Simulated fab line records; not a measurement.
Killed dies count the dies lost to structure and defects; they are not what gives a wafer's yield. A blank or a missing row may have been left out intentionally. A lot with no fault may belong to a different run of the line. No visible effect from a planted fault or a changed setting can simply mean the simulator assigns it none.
Struck lot and sound lot, side by side ; flow n5 finfet ; 37 steps out of a route of 1938
Sound: these wafers, L350.1, L350.5. Struck: wafer L358.1. (L358.2, L358.4 of the same lot were not struck and are left out.) The cause comes at the end.
For every step that has rows: the tool of each side, followed by ch and its chambers, followed by its first start. Under that, the readings that differ: sound wafers ; struck wafers ; difference of the means ; sigmas: that difference in standard deviations of wafers without a fault.
alike: same words and numbers on both sides, and readings whose means sit less than 2 such deviations apart. not compared: any withheld reading, any reading some wafer has no value for, any bound like >300 that may hide the same value, and any number with overlapping values for which the record gives no deviation.
Wherever a step has rows on one side only, a row that says differs or no value, or a row with sigmas, the two part there. Non-overlapping numbers with no deviation appear without sigmas and do not part them. Lack of a reading on every wafer of one side parts them only where that side has two or more wafers.

first, 9 steps without rows for these wafers: N5_MOL_CONTACT_COAG_PRECLEAN_127 (cleans in DIW, time 57.5 s); N5_MOL_CONTACT_COAG_SRD_128 (dry time 32 s); N5_MOL_CONTACT_COAG_CMP_52 (polishes, stops on SiO2, t overpolish 1.5 s, target thk 66.5 nm); N5_MOL_CONTACT_COAG_ANNEAL_112 (time 1800 s); N5_BEOL_M0_SAQP_PECVD_00 (deposits SiCN from 3MS/NH3, target thk 8 nm, time 14 s); N5_BEOL_M0_SAQP_ILD_DEP_01 (deposits SiOC from DEMS/O2, target thk 45.419 nm, time 8.7 s); N5_BEOL_M0_SAQP_HM_DEP_02 (deposits TiN, target thk 12 nm); N5_BEOL_M0_SAQP_PECVD_03 (deposits SiCN from 3MS/NH3, target thk 12 nm, time 21.1 s); N5_BEOL_M0_SAQP_PECVD_96 (deposits a-Si from SiH4/He, target thk 45 nm, time 45.2 s).
N5_BEOL_M0_SAQP_PECVD_97: deposits SiNx from SiH4/NH3/N2, target thk 23 nm, time 19.9 s.
  sound on pecvd-02 ch 0,2, day 9 02:14; struck on pecvd-02 ch 2, day 9 03:19
  alike: heater power w, showerhead plenum p Torr, showerhead vpp V, susceptor temp C, throttle valve pct
then, 24 steps without rows for these wafers: N5_BEOL_M0_SAQP_PECVD_04 (deposits a-Si from SiH4/He, target thk 60 nm, time 60.2 s); N5_BEOL_M0_SAQP_HM_DEP_111 (deposits SiO2 from SiH4/N2O, target thk 12 nm, time 7.2 s); N5_BEOL_M0_SAQP_COAT_81 (time 60 s, resist thk 100 nm); N5_BEOL_M0_SAQP_COAT_82 (time 60 s, resist thk 30 nm); N5_BEOL_M0_SAQP_COAT_08 (resist thk 90 nm); N5_BEOL_M0_SAQP_EBR_10; N5_BEOL_M0_SAQP_SOFTBAKE_09 (time 60 s); N5_BEOL_M0_SAQP_EXPOSE_11 (exposes mask M0 CORE, target cd 42 nm); N5_BEOL_M0_SAQP_PEB_12 (peb time 60 s); N5_BEOL_M0_SAQP_DEVELOP_13 (develop time 30 s); N5_BEOL_M0_SAQP_DESCUM_19 (chemistry O2, time 7.9 s); N5_BEOL_M0_SAQP_ETCH_83 (etches SiARC in CF4, target depth 39 nm, time 65 s); N5_BEOL_M0_SAQP_ETCH_84 (etches SOC in N2/H2, target depth 100 nm, overetch 20 nm, time 150 s); N5_BEOL_M0_SAQP_STRIP_80 (strips in N2/H2); N5_BEOL_M0_SAQP_HM_OPEN_112 (chemistry CHF3/O2, target SiO2, stops on a-Si, target depth 12 nm, time 13.5 s); N5_BEOL_M0_SAQP_STRIP_113 (strips in CHF3/O2); N5_BEOL_M0_SAQP_MANDREL_ETCH_20 (etches a-Si in HBr/Cl2, stops on SiNx, target depth 60 nm, bt time 10 s, time 30 s); N5_BEOL_M0_SAQP_STRIP_86 (strips in N2/H2); N5_BEOL_M0_SAQP_STRIP_115 (strips in post etch residue remover, time 60 s); N5_BEOL_M0_SAQP_SRD_93 (time 30 s); N5_BEOL_M0_SAQP_RECESS_114 (chemistry HF/NH3, target SiO2, target depth 14.4 nm, afs cycles 3, sublimation time 60 s); N5_BEOL_M0_SAQP_SPACER1_ALD_98 (deposits SiO2, target thk 12.8 nm, pulse time 1 s, purge time 2 s); N5_BEOL_M0_SAQP_SPACER1_ETCHBACK_99 (etches SiO2 in CHF3/O2, target depth 15.4 nm, time 7.7 s); N5_BEOL_M0_SAQP_MANDREL1_REMOVE_100 (chemistry HBr/Cl2/O2, target a-Si, stops on SiNx, bt time 10 s).
N5_BEOL_M0_CUTY_INSPECT_59: inspects for defects (macro).
  struck on defect inspect-01, day 9 14:49; sound on defect inspect-01, day 9 09:32
reading;sound;struck;difference;sigmas
raw defect count;0 1;286;+286;+99 or more
N5_BEOL_M4_RC_MEAS_101:
  sound on prober-02 ch 0, day 10 22:34; struck on prober-01 ch 0, day 11 14:16
  alike: DIBL_N, DIBL_P, IOFF_N, IOFF_P, ION_N, ION_P, SS_N, SS_P, VT_N, VT_P
-- the record jumps here: 5 days lie between the struck wafers' starts before and after (it left off in module BEOL_M4 and takes up again in module PASSIVATION, whose first step shown is number 1936 of the route) --
N5_PASSIVATION_PROBE_49:
  struck on prober-01, day 16 16:38; sound on prober-01, day 16 06:39
reading;sound;struck;difference;sigmas
defect limited yield (%);92.9 93.3;81.9;-11.2;-8
killed_at_M0_to_M3;20 29;142;+118;+12
killed dies;84 79;214;+132;+8
killed short;26 23;42;+18;+2
sort_bin_5_function (%);3.6 3.9;10.9;+7.2;+8
sort_bin_6_memory (%);3.3 2.5;4.9;+2.0;+3
sort n pass;1093 1101;966;-131;-5
sort yield pct (%);92.6 93.3;81.9;-11.0;-6
  alike: killed_at_M4_up, killed at contacts, killed at front end, killed at other, killed open, sort_bin_8_speed

== WHERE THEY PART ==
Last at N5_PASSIVATION_PROBE_49 as far as this record goes, first at N5_BEOL_M0_CUTY_INSPECT_59.

WHY: what had been put in by the simulator
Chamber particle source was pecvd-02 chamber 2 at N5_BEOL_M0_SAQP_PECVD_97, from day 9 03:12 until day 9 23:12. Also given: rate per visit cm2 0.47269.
